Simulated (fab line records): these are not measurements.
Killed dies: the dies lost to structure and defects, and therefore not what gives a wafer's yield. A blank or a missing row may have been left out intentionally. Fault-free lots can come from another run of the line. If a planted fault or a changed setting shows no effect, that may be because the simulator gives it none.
What tool caused it? + flow n5_finfet + 12 lots with 36 wafers sampled at 4 steps, on a route of 1938 steps

== WHAT THE GAUGES READ, wafer by wafer ==
N5_BEOL_M9_OVL_MEAS_12.
| lot  | measured     | on         | M9_OVL (nm)    |
|------|--------------|------------|----------------|
| L075 | day 10 08:38 | overlay-02 | -0.7 0.7 -0.3  |
| L076 | day 10 12:40 | overlay-02 | -1.5 -1.9 -0.9 |
| L078 | day 10 15:20 | overlay-02 | -1.2 -0.7 -1.2 |
| L082 | day 11 15:26 | overlay-01 | 1.6 0.3 -0.1   |
| L083 | day 12 00:49 | overlay-02 | -1.1 -2.3 -1.2 |
| L086 | day 12 21:58 | overlay-01 | 0.0 -0.6 -0.4  |
| L088 | day 13 04:37 | overlay-02 | -0.5 -0.5 -0.7 |
| L089 | day 13 12:08 | overlay-02 | 0.2 -0.2 -0.2  |
| L090 | day 13 19:11 | overlay-02 | -0.5 -0.3 -0.3 |
| L092 | day 14 14:49 | overlay-01 | -0.6 0.4 -0.3  |
| L095 | day 15 07:13 | overlay-01 | -1.7 -2.3 -0.6 |
| L097 | day 15 19:43 | overlay-01 | -0.6 0.0 0.0   |

== WHAT TOOL EACH LOT RAN ON (gives the tool, then ch and the chambers of the sampled wafers, and finally the start) ==
| lot  | N5_BEOL_M8_ANNEAL_51             | N5_BEOL_M9_PECVD_70             | N5_BEOL_M9_HM_DEP_02         |
|------|----------------------------------|---------------------------------|------------------------------|
| L075 | rtp_anneal-02 ch 0, day 10 05:41 | pecvd-01 ch 0,2, day 10 07:07   | pvd_sputter-03, day 10 08:14 |
| L076 | rtp_anneal-02 ch 0, day 10 08:32 | pecvd-03 ch 0,1,2, day 10 09:57 | pvd_sputter-01, day 10 12:12 |
| L078 | rtp_anneal-01 ch 0, day 10 12:49 | pecvd-02 ch 0,2, day 10 14:14   | pvd_sputter-01, day 10 14:56 |
| L082 | rtp_anneal-02 ch 0, day 11 11:53 | pecvd-02 ch 1,2, day 11 13:35   | pvd_sputter-03, day 11 15:02 |
| L083 | rtp_anneal-01 ch 0, day 11 20:46 | pecvd-01 ch 0,2, day 11 22:11   | pvd_sputter-03, day 12 00:17 |
| L086 | rtp_anneal-02 ch 0, day 12 17:58 | pecvd-01 ch 0,1,2, day 12 20:45 | pvd_sputter-02, day 12 21:27 |
| L088 | rtp_anneal-01 ch 0, day 13 00:14 | pecvd-01 ch 0,1, day 13 01:44   | pvd_sputter-01, day 13 04:05 |
| L089 | rtp_anneal-01 ch 0, day 13 08:26 | pecvd-02 ch 0,1,2, day 13 09:50 | pvd_sputter-01, day 13 11:36 |
| L090 | rtp_anneal-02 ch 0, day 13 14:50 | pecvd-01 ch 2, day 13 16:15     | pvd_sputter-01, day 13 18:40 |
| L092 | rtp_anneal-01 ch 0, day 14 10:28 | pecvd-02 ch 0,2, day 14 11:52   | pvd_sputter-03, day 14 14:25 |
| L095 | rtp_anneal-01 ch 0, day 15 04:51 | pecvd-01 ch 0,1,2, day 15 06:13 | pvd_sputter-01, day 15 06:49 |
| L097 | rtp_anneal-01 ch 0, day 15 16:16 | pecvd-02 ch 1,2, day 15 17:36   | pvd_sputter-02, day 15 19:11 |
- N5_BEOL_M8_ANNEAL_51: time 90 s.
- N5_BEOL_M9_PECVD_70: deposits SiO2 from TEOS/O2, target thk 20 nm, time 22.7 s.
- N5_BEOL_M9_HM_DEP_02: deposits TiN, target thk 20 nm.

== THE ANSWER, worked out from the rows above alone ==
Rule: the lots themselves supply what counts as usual. Put in order of their means at a reading, lots are off if they are a third of the lots or fewer, leave a main group of 4 or more, and stand apart from it by a gap of 3 or more times the standard deviation of the main group's means; of several such gaps the widest counts. A main group whose means are all the same, to the digits that the tables above print for the reading, isn't used. A lot without any number at a reading at which 4 lots or more have one is off too. Where the step has rows for the other lots, those lots are counted as sound.
No lot is off at any reading shown: from this, nothing can be told.

== WHAT THE SIMULATOR HAD PUT IN ==
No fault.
